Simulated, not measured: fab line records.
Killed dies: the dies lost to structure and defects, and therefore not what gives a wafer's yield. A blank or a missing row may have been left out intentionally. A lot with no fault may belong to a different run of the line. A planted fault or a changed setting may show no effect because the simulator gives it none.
Comparing a struck lot with a sound one / flow nand_harc / 14 out of 1159 route steps
Sound: the wafers L777.1, L777.3, L777.5. Struck: wafer L791.2. (L791.4, L791.5 of the same lot were not struck and are left out.) The cause comes at the end.
Order at every step that has rows: each side's tool, ch and its chambers, its first start. Under that, the readings that differ: sound wafers / struck wafers / difference of the means / sigmas: that difference in standard deviations of wafers without a fault.
alike: same words and numbers on both sides, and readings whose means sit less than 2 such deviations apart. not compared: any withheld reading, any reading some wafer has no value for, any bound like >300 that may hide the same value, and any number with overlapping values for which the record gives no deviation.
A row with sigmas, a row that says differs or no value, or rows on one side alone: a step with any of these is where the two part. When numbers do not overlap yet have no deviation, they are printed without sigmas and do not part them. Lack of a reading on every wafer of one side parts them only where that side has two or more wafers.

NHARC_A_SOURCE_PLATE_THK_MEAS_09: measures by ellipsometry.
  sound on film_metro-02 at day 6 13:14; struck on film_metro-01 at day 10 17:43
  alike: thk_nm
then, 3 steps without rows for these wafers: NHARC_A_SOURCE_PLATE_PVD_04 (deposits WSi2, target thk 50 nm); NHARC_A_SOURCE_PLATE_CVD_03 (deposits poly-Si, target thk 200 nm, time 4000 s); NHARC_A_SOURCE_PLATE_ANNEAL_05 (time 1800 s).
NHARC_A_SOURCE_PLATE_THK_MEAS_06: measures by ellipsometry.
  sound on film_metro-01 at day 7 02:23; struck on film_metro-01 at day 11 07:31
  alike: thk_nm
NHARC_A_SOURCE_PLATE_INSPECT_08:
  sound on defect_inspect-02 at day 7 02:27; struck on defect_inspect-01 at day 11 07:35
  alike: raw_defect_count
after that, 1 step with no rows for these wafers: NHARC_A_ONON_D1_DEP_00 (target thk 1000 nm).
NHARC_A_ONON_D1_THK_MEAS_02: measures by ellipsometry.
  sound on film_metro-02 at day 7 03:02; struck on film_metro-02 at day 11 08:10
  alike: thk_nm
after that, 1 step with no rows for these wafers: NHARC_A_ONON_D1_DEP_03 (target thk 1000 nm).
NHARC_A_ONON_D1_THK_MEAS_05: measures by ellipsometry.
  sound on film_metro-01 at day 7 03:35; struck on film_metro-01 at day 11 08:44
  alike: thk_nm
NHARC_A_ONON_D1_DEP_06: target thk 1000 nm.
  sound on pecvd_onon-02 ch 0, day 7 03:39; struck on pecvd_onon-03 ch 0, day 11 08:50
reading=n2_flow_sccm (sccm); sound=2767 2779 2759; struck=2746; difference=-22; sigmas=-3
NHARC_A_ONON_D1_THK_MEAS_08: measures by ellipsometry.
  sound on film_metro-01 at day 7 04:10; struck on film_metro-02 at day 11 09:18
reading=thk_nm (nm); sound=1005 1007 1006; struck=664; difference=-342; sigmas=-39
after that, 1 step with no rows for these wafers: NHARC_A_ONON_D1_DEP_09 (target thk 1000 nm).
-- jump in the record: it breaks off in module A_ONON_D1 and resumes in module END (first step shown: number 1159 of the route), and 12 days separate the struck wafers' starts before and after --
NHARC_END_SORT_01:
  here the record holds rows for the struck wafers (prober-01 ch 0, day 23 04:04) but none for the sound ones

## WHERE THEY PART
At NHARC_A_ONON_D1_DEP_06 first; at NHARC_END_SORT_01 last (within this record only).

WHY: what had been put in by the simulator
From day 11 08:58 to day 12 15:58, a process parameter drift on pecvd_onon-03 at NHARC_A_ONON_D1_DEP_06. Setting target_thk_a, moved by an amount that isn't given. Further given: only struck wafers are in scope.
